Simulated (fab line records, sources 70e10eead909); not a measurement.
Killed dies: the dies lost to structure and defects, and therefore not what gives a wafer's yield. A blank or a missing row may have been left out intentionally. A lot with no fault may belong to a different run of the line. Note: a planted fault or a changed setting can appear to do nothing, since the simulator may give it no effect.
Chamber matching    flow nandHarc    NHARC_A_CONTACT_ALD_18 on aldMetal-04: 4 sister chambers
The step deposits TiN, target thk 3 nm, pulse time 1 s, ald cycles 150. 8 wafers are shown with their chamber, then 10 later ones without.

== WAFERS PAIRED WITH THEIR CHAMBERS ==
wafer   chamber  heaterPowerW (W)  precursorPulseHeightRel
L076.2  1        1191              1.015
L082.3  2        1262              1.002
L082.6  2        1214              0.985
L085.1  0        1018              0.982
L085.4  3        1092              0.992
L085.6  0        997               1.007
L086.3  3        1102              1.020
L086.4  1        1197              0.982

== WAFERS WHOSE CHAMBER IS MISSING ==
wafer   heaterPowerW (W)  precursorPulseHeightRel
L086.6  1090              0.977
L093.1  1222              1.016
L093.2  1044              0.975
L093.5  1201              1.042
L093.3  1132              0.980
L093.4  1076              0.998
L093.6  1142              1.006
L097.1  1204              1.010
L097.3  1080              1.021
L097.5  1209              0.996

== WHICH CHAMBER EACH ONE RAN IN ==
wafer    from the rows above       in truth
L086.6   3                         3
L093.1   can't be placed: 2 or 1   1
L093.2   can't be placed: 0 or 3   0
L093.5   can't be placed: 1 or 2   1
L093.3   can't be placed: 3 or 1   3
L093.4   3                         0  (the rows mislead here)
L093.6   can't be placed: 3 or 1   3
L097.1   can't be placed: 1 or 2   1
L097.3   3                         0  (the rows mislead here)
L097.5   can't be placed: 1 or 2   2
Correct placement for 1 of the 10. Unplaceable from these rows: 7, with the true chamber sitting among the candidates in 7. Number placed wrongly: 2.
How it was worked out, from the rows above alone: a wafer's distance from a chamber is the root of the sum, over the readings, of the square of ((its reading less the chamber's mean) divided by the reading's scatter). If the next closest chamber is less than 2 further off than the closest, the wafer can't be placed; otherwise it belongs to the closest. The mean given for a chamber averages the wafers shown for that chamber. How the scatter is found: for the shown wafers, subtract from each reading the mean of its chamber, square and add these, divide the total by (wafers less chambers), then take the root.
